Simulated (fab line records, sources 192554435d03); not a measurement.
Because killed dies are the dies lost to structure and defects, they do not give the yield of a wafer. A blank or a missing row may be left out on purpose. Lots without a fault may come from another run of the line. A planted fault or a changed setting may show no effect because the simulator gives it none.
fab line records + flow n5-finfet
record:
- lots: 7
- wafers: 39
route steps=1938 shown STI_FIN_REVEAL@196 DUMMY_GATE@246 SD_EPI_P@321
start-h: hours from the record's opening day to when the first of the lot's shown wafers began + wait-h: hours elapsed since this lot's preceding step + " repeats the value in the row above + L1.1+2: a row that stands for several wafers + - either no value or no given start + * or withheld: withheld + < > ~ a bound
route shown NAME@n: names a module that has steps shown in the file, with the first one's number in the route + usual: the fault-free wafers' mean and standard deviation + same: alike in all rows + chamber/n: place in a boat + sites: the reading at each site + _std_site: the standard deviation of these + _edge_site: inner sites' mean taken away from outer sites' mean + radius-mm: how far each site lies from the wafer's centre + mask NAME#n: copy n + behind: the most recent tool/chamber to have shaped the wafer + hold: why the lot was held/for how many hours/how that ended + device: the n, p or np transistor that did not switch + end of line: the route-end tests of the same wafers + a step given without rows: its recipe and nothing more + killed: count of dies lost to structure and defects at first sort (not the wafer's yield) + map: shows each die of a wafer: x if killed, . if not, _ if none is there
set.NAME: the setting the step ran with; set.NAME@STEP: the setting that earlier step ran with + model.NAME: the simulator's own value behind a step, which no gauge read
lots where settings were altered on purpose, with a table for each step and a row for each wafer
== steps ==
step: N5_STI_FIN_REVEAL_RECESS_09
recipe:
- chemistry: HF/NH3
- target: SiO2
- afs-cycles: 11
- target-depth-a: 425
- temp-c: 30
- sublimation-temp-c: 180
- sublimation-time-s: 60
| lot.wafer        | tool          | chamber     | start-h | wait-h | set.target-depth-a |
|------------------|---------------|-------------|---------|--------|--------------------|
| L076.1+2+3       | vapor-etch-01 | 1,0,0       | 48.71   | 0.0    | 409.3              |
| L076.4+5+6       | "             | 1,1,0       | "       | "      | 425                |
| L077.1+4+6       | vapor-etch-02 | 0           | 54.44   | 0.0    | 425                |
| L079.1+2+3+4+5+6 | vapor-etch-01 | 1,0,0,1,1,0 | 64.12   | 0.0    | 425                |
| L083.1+2+3+4+5+6 | vapor-etch-02 | 1,0,1,0,0,1 | 90.84   | 0.0    | 425                |
| L086.1+2+3       | vapor-etch-01 | 0,1,1       | 106.25  | 0.0    | 438.4              |
| L086.4+5+6       | "             | 0,0,1       | "       | "      | 425                |
| L093.1+3+5       | vapor-etch-02 | 0,0,1       | 149.69  | 0.0    | 416.9              |
| L093.2+4+6       | "             | 1,1,0       | "       | "      | 425                |
| L096.1+3+6       | vapor-etch-02 | 1,0,0       | 170.46  | 0.0    | 425                |
| L096.2+4+5       | "             | 0,1,1       | "       | "      | 417.3              |
step: N5_STI_FIN_REVEAL_STRIP_16
recipe:
- chemistry: H3PO4
- material: SiNx
- temp-c: 165
- target-depth-a: 238
- overetch-fraction: 0.4964
- dry: ipa-marangoni
step: N5_STI_FIN_REVEAL_PRECLEAN_17
recipe:
- chemistry: NF3:NH3
- afs-cycles: 1
- temp-c: 30
- time-s: 20
- sublimation-temp-c: 180
- sublimation-time-s: 60
- pressure-torr: 3
- rf-power-w: 30
step: N5_STI_FIN_REVEAL_SRD_23
recipe:
- dry: ipa-marangoni
- time-s: 30
- temp-c: 23
- rinse-liquid: diw
step: N5_STI_FIN_REVEAL_FIN_H_MEAS_10
usual:
- trench-depth-nm: 52.0/0.54
| lot.wafer | tool   | chamber | start-h | wait-h | set.target-depth-a@STI_FIN_REVEAL_RECESS_09 | trench-depth-nm |
|-----------|--------|---------|---------|--------|---------------------------------------------|-----------------|
| L076.1    | ocd-01 | -       | 51.47   | 0.0    | 409.3                                       | 49.3            |
| L076.2    | "      | -       | "       | "      | 409.3                                       | 49.1            |
| L076.3    | "      | -       | "       | "      | 409.3                                       | 49.6            |
| L076.4    | "      | -       | "       | "      | 425                                         | 51.3            |
| L076.5    | "      | -       | "       | "      | 425                                         | 51.2            |
| L076.6    | "      | -       | "       | "      | 425                                         | 51.5            |
| L077.1    | ocd-01 | -       | 57.16   | 0.0    | 425                                         | 51.7            |
| L077.4    | "      | -       | "       | "      | 425                                         | 52.4            |
| L077.6    | "      | -       | "       | "      | 425                                         | 51.9            |
| L079.1    | ocd-01 | -       | 66.82   | 0.0    | 425                                         | 52.4            |
| L079.2    | "      | -       | "       | "      | 425                                         | 52.2            |
| L079.3    | "      | -       | "       | "      | 425                                         | 52.7            |
| L079.4    | "      | -       | "       | "      | 425                                         | 51.6            |
| L079.5    | "      | -       | "       | "      | 425                                         | 52.0            |
| L079.6    | "      | -       | "       | "      | 425                                         | 52.4            |
| L083.1    | ocd-01 | -       | 93.83   | 0.0    | 425                                         | 52.3            |
| L083.2    | "      | -       | "       | "      | 425                                         | 52.6            |
| L083.3    | "      | -       | "       | "      | 425                                         | 52.2            |
| L083.4    | "      | -       | "       | "      | 425                                         | 52.0            |
| L083.5    | "      | -       | "       | "      | 425                                         | 52.4            |
| L083.6    | "      | -       | "       | "      | 425                                         | 52.1            |
| L086.1    | ocd-01 | -       | 108.97  | 0.0    | 438.4                                       | 54.2            |
| L086.2    | "      | -       | "       | "      | 438.4                                       | 53.6            |
| L086.3    | "      | -       | "       | "      | 438.4                                       | 53.9            |
| L086.4    | "      | -       | "       | "      | 425                                         | 52.6            |
| L086.5    | "      | -       | "       | "      | 425                                         | 52.8            |
| L086.6    | "      | -       | "       | "      | 425                                         | 52.5            |
| L093.1    | ocd-01 | -       | 152.40  | 0.0    | 416.9                                       | 52.2            |
| L093.2    | "      | -       | "       | "      | 425                                         | 52.7            |
| L093.3    | "      | -       | "       | "      | 416.9                                       | 51.4            |
| L093.4    | "      | -       | "       | "      | 425                                         | 52.6            |
| L093.5    | "      | -       | "       | "      | 416.9                                       | 51.2            |
| L093.6    | "      | -       | "       | "      | 425                                         | 52.4            |
| L096.1    | ocd-01 | -       | 173.16  | 0.0    | 425                                         | 53.0            |
| L096.2    | "      | -       | "       | "      | 417.3                                       | 50.7            |
| L096.3    | "      | -       | "       | "      | 425                                         | 53.2            |
| L096.4    | "      | -       | "       | "      | 417.3                                       | 52.0            |
| L096.5    | "      | -       | "       | "      | 417.3                                       | 51.9            |
| L096.6    | "      | -       | "       | "      | 425                                         | 52.9            |
step: N5_DUMMY_GATE_ETCH_32
recipe:
- chemistry: CF4
- target: SiO2
- target-depth-a: 35
- time-s: 3.9
- ion-energy-ev: 350
- pressure-mtorr: 10
- icp-w: 800
- bias-w: 400
- cf4-flow-sccm: 80
| lot.wafer | tool      | chamber | start-h | wait-h | set.time-s | model.etch.depth-nm |
|-----------|-----------|---------|---------|--------|------------|---------------------|
| L076.1    | rie-si-05 | 3       | 61.04   | 0.1    | 3.9        | 3.535               |
| L076.2    | "         | 2       | "       | "      | 4.547      | 4.095               |
| L076.3    | "         | 1       | "       | "      | 3.9        | 3.514               |
| L076.4    | "         | 0       | "       | "      | 4.547      | 4.085               |
| L076.5    | "         | 0       | "       | "      | 3.9        | 3.49                |
| L076.6    | "         | 3       | "       | "      | 4.547      | 4.134               |
| L077.1    | rie-si-03 | 3       | 66.64   | 0.1    | 3.9        | 3.496               |
| L077.4    | "         | 1       | "       | "      | 3.9        | 3.499               |
| L077.6    | "         | 1       | "       | "      | 3.9        | 3.49                |
| L079.1    | rie-si-04 | 2       | 76.76   | 0.1    | 3.9        | 3.423               |
| L079.2    | "         | 3       | "       | "      | 4.207      | 3.806               |
| L079.3    | "         | 0       | "       | "      | 3.9        | 3.483               |
| L079.4    | "         | 1       | "       | "      | 4.207      | 3.732               |
| L079.5    | "         | 2       | "       | "      | 4.207      | 3.707               |
| L079.6    | "         | 1       | "       | "      | 3.9        | 3.482               |
| L083.1+4  | rie-si-03 | 1,3     | 103.85  | 0.1    | 3.657      | 3.233               |
| L083.2    | "         | 0       | "       | "      | 3.9        | 3.551               |
| L083.3    | "         | 2       | "       | "      | 3.9        | 3.464               |
| L083.5    | "         | 0       | "       | "      | 3.657      | 3.301               |
| L083.6    | "         | 1       | "       | "      | 3.9        | 3.478               |
| L086.1    | rie-si-03 | 2       | 118.46  | 0.1    | 4.328      | 3.886               |
| L086.2    | "         | 3       | "       | "      | 4.328      | 3.842               |
| L086.3    | "         | 1       | "       | "      | 3.9        | 3.481               |
| L086.4    | "         | 0       | "       | "      | 3.9        | 3.518               |
| L086.5    | "         | 0       | "       | "      | 3.9        | 3.564               |
| L086.6    | "         | 3       | "       | "      | 4.328      | 3.885               |
| L093.1    | rie-si-05 | 0       | 162.33  | 0.1    | 3.651      | 3.257               |
| L093.2    | "         | 3       | "       | "      | 3.651      | 3.302               |
| L093.3    | "         | 1       | "       | "      | 3.9        | 3.5                 |
| L093.4    | "         | 0       | "       | "      | 3.9        | 3.476               |
| L093.5    | "         | 1       | "       | "      | 3.9        | 3.495               |
| L093.6    | "         | 3       | "       | "      | 3.651      | 3.274               |
| L096.1    | rie-si-04 | 1       | 187.77  | 0.1    | 2.975      | 2.646               |
| L096.2    | "         | 2       | "       | "      | 3.9        | 3.417               |
| L096.3    | "         | 3       | "       | "      | 2.975      | 2.682               |
| L096.4    | "         | 0       | "       | "      | 3.9        | 3.427               |
| L096.5    | "         | 0       | "       | "      | 2.975      | 2.639               |
| L096.6    | "         | 3       | "       | "      | 3.9        | 3.508               |
step: N5_DUMMY_GATE_ETCH_42
recipe:
- chemistry: CHF3/O2
- target: SiO2
- target-depth-a: 35
- time-s: 31
- ion-energy-ev: 30
- bias-w: 12
- pressure-mtorr: 30
- source-w: 600
- Ar_flow_sccm: 200
- CHF3_flow_sccm: 50
- O2_flow_sccm: 5
usual:
- rf-vpp-V: 42.4/0.84
| lot.wafer | tool        | chamber | start-h | wait-h | set.bias-w | rf-vpp-V |
|-----------|-------------|---------|---------|--------|------------|----------|
| L076.1    | rie-diel-01 | 0       | 61.29   | 0.0    | 12         | 42.2     |
| L076.2    | "           | 3       | "       | "      | 13.28      | 46.2     |
| L076.3    | "           | 1       | "       | "      | 13.28      | 45.6     |
| L076.4    | "           | 2       | "       | "      | 12         | 42.4     |
| L076.5    | "           | 2       | "       | "      | 12         | 43.8     |
| L076.6    | "           | 1       | "       | "      | 13.28      | 45.6     |
| L077.1    | rie-diel-06 | 0       | 66.89   | 0.0    | 12         | 42.6     |
| L077.4    | "           | 1       | "       | "      | 12         | 41.2     |
| L077.6    | "           | 3       | "       | "      | 12         | 42.0     |
| L079.1    | rie-diel-01 | 1       | 77.04   | 0.1    | 9.862      | 37.8     |
| L079.2    | "           | 0       | "       | "      | 12         | 42.4     |
| L079.3    | "           | 3       | "       | "      | 12         | 42.9     |
| L079.4    | "           | 2       | "       | "      | 9.862      | 36.7     |
| L079.5    | "           | 2       | "       | "      | 9.862      | 36.9     |
| L079.6    | "           | 3       | "       | "      | 12         | 42.4     |
| L083.1    | rie-diel-06 | 2       | 104.10  | 0.0    | 10.16      | 36.6     |
| L083.2    | "           | 0       | "       | "      | 10.16      | 37.5     |
| L083.3    | "           | 1       | "       | "      | 12         | 43.6     |
| L083.4    | "           | 3       | "       | "      | 12         | 42.8     |
| L083.5    | "           | 1       | "       | "      | 10.16      | 37.6     |
| L083.6    | "           | 0       | "       | "      | 12         | 41.5     |
| L086.1    | rie-diel-06 | 3       | 118.71  | 0.0    | 12         | 42.5     |
| L086.2    | "           | 2       | "       | "      | 12         | 43.1     |
| L086.3    | "           | 1       | "       | "      | 11.3       | 41.4     |
| L086.4    | "           | 2       | "       | "      | 11.3       | 42.1     |
| L086.5    | "           | 1       | "       | "      | 12         | 42.9     |
| L086.6    | "           | 3       | "       | "      | 11.3       | 41.3     |
| L093.1    | rie-diel-01 | 0       | 162.58  | 0.0    | 12         | 42.9     |
| L093.2    | "           | 1       | "       | "      | 12         | 40.8     |
| L093.3    | "           | 3       | "       | "      | 14.13      | 46.8     |
| L093.4    | "           | 2       | "       | "      | 14.13      | 47.6     |
| L093.5    | "           | 3       | "       | "      | 12         | 42.3     |
| L093.6    | "           | 2       | "       | "      | 14.13      | 47.7     |
| L096.1    | rie-diel-01 | 3       | 188.03  | 0.1    | 12         | 41.4     |
| L096.2    | "           | 1       | "       | "      | 12         | 41.6     |
| L096.3    | "           | 0       | "       | "      | 12         | 43.5     |
| L096.4    | "           | 2       | "       | "      | 10.69      | 38.6     |
| L096.5    | "           | 1       | "       | "      | 10.69      | 37.2     |
| L096.6    | "           | 2       | "       | "      | 10.69      | 38.7     |
step: N5_SD_EPI_P_EPI_21
recipe:
- material: SiGe:B
- dopant: B
- temp-c: 550
- pressure-torr: 20
- ambient: H2
- time-s: 355
| lot.wafer  | tool         | chamber | start-h | wait-h | set.time-s | model.SiGe-B_of_SD_EPI_P_EPI_21.thk-nm |
|------------|--------------|---------|---------|--------|------------|----------------------------------------|
| L076.1     | epi-rpcvd-04 | 0       | 68.72   | 0.1    | 334.1      | 58.2                                   |
| L076.2     | "            | 0       | "       | "      | 334.1      | 58                                     |
| L076.3     | "            | 0       | "       | "      | 355        | 60.4                                   |
| L076.4     | "            | 0       | "       | "      | 334.1      | 58.4                                   |
| L076.5     | "            | 0       | "       | "      | 355        | 60                                     |
| L076.6     | "            | 0       | "       | "      | 355        | 60.6                                   |
| L077.1     | epi-rpcvd-02 | 0       | 76.70   | 0.2    | 355        | 60                                     |
| L077.4     | "            | 0       | 78.14   | 1.5    | 355        | 59.6                                   |
| L077.6     | "            | 0       | "       | "      | 355        | 59                                     |
| L079.1     | epi-rpcvd-04 | 0       | 84.34   | 0.1    | 355        | 60                                     |
| L079.2     | "            | 0       | "       | "      | 312.3      | 55.8                                   |
| L079.3     | "            | 0       | "       | "      | 312.3      | 56.4                                   |
| L079.4     | "            | 0       | "       | "      | 312.3      | 56.2                                   |
| L079.5     | "            | 0       | "       | "      | 355        | 61                                     |
| L079.6     | "            | 0       | "       | "      | 355        | 61.6                                   |
| L083.1     | epi-rpcvd-01 | 0       | 113.37  | 0.2    | 393.2      | 65.6                                   |
| L083.2     | "            | 0       | "       | "      | 355        | 61.4                                   |
| L083.3     | "            | 0       | "       | "      | 355        | 61                                     |
| L083.4     | "            | 0       | "       | "      | 355        | 61.2                                   |
| L083.5     | "            | 0       | "       | "      | 393.2      | 65.8                                   |
| L083.6     | "            | 0       | "       | "      | 393.2      | 64.4                                   |
| L086.1     | epi-rpcvd-01 | 0       | 125.89  | 0.1    | 355        | 60.4                                   |
| L086.2+5+6 | "            | 0       | "       | "      | 355        | 60.8                                   |
| L086.3+4   | "            | 0       | "       | "      | 355        | 61                                     |
| L093.1+6   | epi-rpcvd-04 | 0       | 170.10  | 0.1    | 355        | 60                                     |
| L093.2     | "            | 0       | "       | "      | 298.3      | 53.4                                   |
| L093.3+4   | "            | 0       | "       | "      | 298.3      | 54                                     |
| L093.5     | "            | 0       | "       | "      | 355        | 60.4                                   |
| L096.1     | epi-rpcvd-01 | 0       | 195.14  | 0.1    | 355        | 60.6                                   |
| L096.2+5   | "            | 0       | "       | "      | 355        | 60.8                                   |
| L096.3     | "            | 0       | "       | "      | 290.1      | 53                                     |
| L096.4     | "            | 0       | "       | "      | 290.1      | 53.6                                   |
| L096.6     | "            | 0       | "       | "      | 290.1      | 52.6                                   |
step: N5_SD_EPI_P_EPI_MEAS_23
recipe:
- mode: xrd
usual:
- thk-nm: 60.7/1.3
| lot.wafer | tool          | chamber | start-h | wait-h | set.time-s@SD_EPI_P_EPI_21 | thk-nm |
|-----------|---------------|---------|---------|--------|----------------------------|--------|
| L076.1    | film-metro-01 | -       | 70.91   | 1.8    | 334.1                      | 58.7   |
| L076.2    | "             | -       | "       | "      | 334.1                      | 56.1   |
| L076.3    | "             | -       | "       | "      | 355                        | 59.4   |
| L076.4    | "             | -       | "       | "      | 334.1                      | 58.7   |
| L076.5    | "             | -       | "       | "      | 355                        | 60.9   |
| L076.6    | "             | -       | "       | "      | 355                        | 61.5   |
| L077.1    | film-metro-01 | -       | 79.61   | 2.4    | 355                        | 59.6   |
| L077.4    | "             | -       | "       | "      | 355                        | 58.5   |
| L077.6    | "             | -       | "       | "      | 355                        | 59.7   |
| L079.1    | film-metro-02 | -       | 86.53   | 1.8    | 355                        | 60.1   |
| L079.2    | "             | -       | "       | "      | 312.3                      | 55.5   |
| L079.3    | "             | -       | "       | "      | 312.3                      | 56.7   |
| L079.4    | "             | -       | "       | "      | 312.3                      | 56.4   |
| L079.5    | "             | -       | "       | "      | 355                        | 61.8   |
| L079.6    | "             | -       | "       | "      | 355                        | 61.1   |
| L083.1    | film-metro-01 | -       | 116.28  | 2.4    | 393.2                      | 66.0   |
| L083.2    | "             | -       | "       | "      | 355                        | 59.9   |
| L083.3    | "             | -       | "       | "      | 355                        | 61.1   |
| L083.4    | "             | -       | "       | "      | 355                        | 60.5   |
| L083.5    | "             | -       | "       | "      | 393.2                      | 64.8   |
| L083.6    | "             | -       | "       | "      | 393.2                      | 64.4   |
| L086.1    | film-metro-01 | -       | 128.08  | 1.8    | 355                        | 59.3   |
| L086.2    | "             | -       | "       | "      | 355                        | 60.5   |
| L086.3    | "             | -       | "       | "      | 355                        | 61.5   |
| L086.4    | "             | -       | "       | "      | 355                        | 61.2   |
| L086.5    | "             | -       | "       | "      | 355                        | 60.6   |
| L086.6    | "             | -       | "       | "      | 355                        | 60.6   |
| L093.1    | film-metro-02 | -       | 172.29  | 1.8    | 355                        | 60.9   |
| L093.2    | "             | -       | "       | "      | 298.3                      | 54.5   |
| L093.3    | "             | -       | "       | "      | 298.3                      | 54.2   |
| L093.4    | "             | -       | "       | "      | 298.3                      | 54.7   |
| L093.5    | "             | -       | "       | "      | 355                        | 59.3   |
| L093.6    | "             | -       | "       | "      | 355                        | 57.9   |
| L096.1    | film-metro-01 | -       | 197.35  | 1.9    | 355                        | 60.3   |
| L096.2    | "             | -       | "       | "      | 355                        | 62.2   |
| L096.3    | "             | -       | "       | "      | 290.1                      | 54.1   |
| L096.4    | "             | -       | "       | "      | 290.1                      | 54.0   |
| L096.5    | "             | -       | "       | "      | 355                        | 60.8   |
| L096.6    | "             | -       | "       | "      | 290.1                      | 54.7   |
step: N5_SD_EPI_P_HM_STRIP_48
recipe:
- chemistry: H3PO4
- temp-c: 160
- material: SiNx
- target: SiNx
- target-depth-a: 30
- overetch-fraction: 0.3
| lot.wafer    | tool         | chamber | start-h | wait-h | set.time-s@SD_EPI_P_EPI_21 | model.SiGe-B_of_SD_EPI_P_EPI_21.thk-nm |
|--------------|--------------|---------|---------|--------|----------------------------|----------------------------------------|
| L076.1       | wet-bench-04 | 2       | 70.95   | 0.0    | 334.1                      | 57.8                                   |
| L076.2       | "            | 5       | "       | "      | 334.1                      | 57.6                                   |
| L076.3       | "            | 7       | "       | "      | 355                        | 60                                     |
| L076.4       | "            | 3       | "       | "      | 334.1                      | 58.2                                   |
| L076.5       | "            | 4       | "       | "      | 355                        | 59.8                                   |
| L076.6       | "            | 6       | "       | "      | 355                        | 60.2                                   |
| L077.1       | wet-bench-03 | 5       | 79.65   | 0.0    | 355                        | 59.6                                   |
| L077.4       | "            | 7       | "       | "      | 355                        | 59.2                                   |
| L077.6       | "            | 1       | "       | "      | 355                        | 58.6                                   |
| L079.1       | wet-bench-06 | 5       | 86.57   | 0.0    | 355                        | 59.8                                   |
| L079.2       | "            | 2       | "       | "      | 312.3                      | 55.6                                   |
| L079.3       | "            | 4       | "       | "      | 312.3                      | 56                                     |
| L079.4       | "            | 7       | "       | "      | 312.3                      | 55.8                                   |
| L079.5       | "            | 3       | "       | "      | 355                        | 60.8                                   |
| L079.6       | "            | 6       | "       | "      | 355                        | 61.2                                   |
| L083.1       | wet-bench-03 | 2       | 116.32  | 0.0    | 393.2                      | 65.4                                   |
| L083.2       | "            | 4       | "       | "      | 355                        | 61.2                                   |
| L083.3       | "            | 3       | "       | "      | 355                        | 60.6                                   |
| L083.4       | "            | 7       | "       | "      | 355                        | 60.8                                   |
| L083.5       | "            | 1       | "       | "      | 393.2                      | 65.6                                   |
| L083.6       | "            | 0       | "       | "      | 393.2                      | 64                                     |
| L086.1       | wet-bench-03 | 0       | 128.12  | 0.0    | 355                        | 60.2                                   |
| L086.2+4+5+6 | "            | 1,3,2,5 | "       | "      | 355                        | 60.6                                   |
| L086.3       | "            | 4       | "       | "      | 355                        | 60.8                                   |
| L093.1       | wet-bench-03 | 4       | 172.33  | 0.0    | 355                        | 59.8                                   |
| L093.2       | "            | 0       | "       | "      | 298.3                      | 53                                     |
| L093.3       | "            | 3       | "       | "      | 298.3                      | 53.6                                   |
| L093.4       | "            | 1       | "       | "      | 298.3                      | 53.8                                   |
| L093.5       | "            | 5       | "       | "      | 355                        | 60.2                                   |
| L093.6       | "            | 2       | "       | "      | 355                        | 59.6                                   |
| L096.1+5     | wet-bench-03 | 7,5     | 197.39  | 0.0    | 355                        | 60.4                                   |
| L096.2       | "            | 4       | "       | "      | 355                        | 60.6                                   |
| L096.3       | "            | 6       | "       | "      | 290.1                      | 52.6                                   |
| L096.4       | "            | 3       | "       | "      | 290.1                      | 53.4                                   |
| L096.6       | "            | 2       | "       | "      | 290.1                      | 52.2                                   |
== key ==
split:
- step: N5_STI_FIN_REVEAL_RECESS_09
- setting: target-depth-a
- stated: 425
- by: wafer
response:
- step: N5_STI_FIN_REVEAL_FIN_H_MEAS_10
- reading: trench-depth-nm
- change: +0.525
- per: 1%
- r: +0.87
split:
- step: N5_DUMMY_GATE_ETCH_32
- setting: time-s
- stated: 3.9
- by: wafer
response:
- step: N5_DUMMY_GATE_ETCH_32
- reading: model.etch.depth-nm
- change: +0.0342
- per: 1%
- r: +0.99
split:
- step: N5_DUMMY_GATE_ETCH_42
- setting: bias-w
- stated: 12
- by: wafer
response:
- step: N5_DUMMY_GATE_ETCH_42
- reading: rf-vpp-V
- change: +0.315
- per: 1%
- r: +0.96
split:
- step: N5_SD_EPI_P_EPI_21
- setting: time-s
- stated: 355
- by: wafer
response:
- step: N5_SD_EPI_P_EPI_21
- reading: model.SiGe-B_of_SD_EPI_P_EPI_21.thk-nm
- change: +0.401
- per: 1%
- r: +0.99
response:
- step: N5_SD_EPI_P_EPI_MEAS_23
- reading: thk-nm
- change: *
- per: 1%
- r: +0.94
response:
- step: N5_SD_EPI_P_HM_STRIP_48
- reading: model.SiGe-B_of_SD_EPI_P_EPI_21.thk-nm
- change: +0.405
- per: 1%
- r: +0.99
